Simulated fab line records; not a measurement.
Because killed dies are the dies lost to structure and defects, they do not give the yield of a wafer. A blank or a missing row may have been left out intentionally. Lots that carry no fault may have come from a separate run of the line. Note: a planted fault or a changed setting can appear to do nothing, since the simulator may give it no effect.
Chamber matching ; flow nand_harc ; NHARC_A_CONTACT_ALD_18 on ald_metal-03: 4 sister chambers
The step deposits TiN, target thk 3 nm, pulse time 1 s, ald cycles 150. 8 wafers are shown with their chamber, then 8 later ones without.

## WAFERS PAIRED WITH THEIR CHAMBERS
wafer;chamber;heater_power_w (W);precursor_pulse_height_rel
L079.4;1;1006;1.001
L082.4;0;1304;1.000
L084.1;2;1000;0.989
L084.3;0;1336;1.003
L087.1;3;1050;1.022
L087.2;1;1032;1.019
L087.6;3;1047;0.992
L090.1;2;1002;1.002

## WAFERS MISSING THEIR CHAMBER
wafer;heater_power_w (W);precursor_pulse_height_rel
L090.5;1031;0.958
L090.6;1305;1.002
L096.2;1051;0.978
L096.4;1324;1.003
L096.5;935;0.985
L097.1;926;0.991
L097.2;1311;1.034
L097.3;1033;1.015

## WHICH CHAMBER EACH WENT THROUGH
wafer;from the rows above;in truth
L090.5;can't be placed: 2 or 3 or 1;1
L090.6;0;0
L096.2;can't be placed: 3 or 1 or 2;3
L096.4;0;0
L096.5;can't be placed: 2 or 1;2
L097.1;can't be placed: 2 or 1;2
L097.2;0;0
L097.3;can't be placed: 1 or 3 or 2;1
3 of 8 placed correctly. These rows do not allow placing 5 (true chamber among the candidates in 5). Placed wrongly: 0.
How it was worked out, from the rows above alone: a wafer's distance from a chamber is the root of the sum, over the readings, of the square of ((its reading less the chamber's mean) divided by the reading's scatter). The wafer belongs to the nearest chamber; if the next one is less than 2 further off, it can't be placed. The mean given for a chamber averages the wafers shown for that chamber. How the scatter is found: for the shown wafers, subtract from each reading the mean of its chamber, square and add these, divide the total by (wafers less chambers), then take the root.
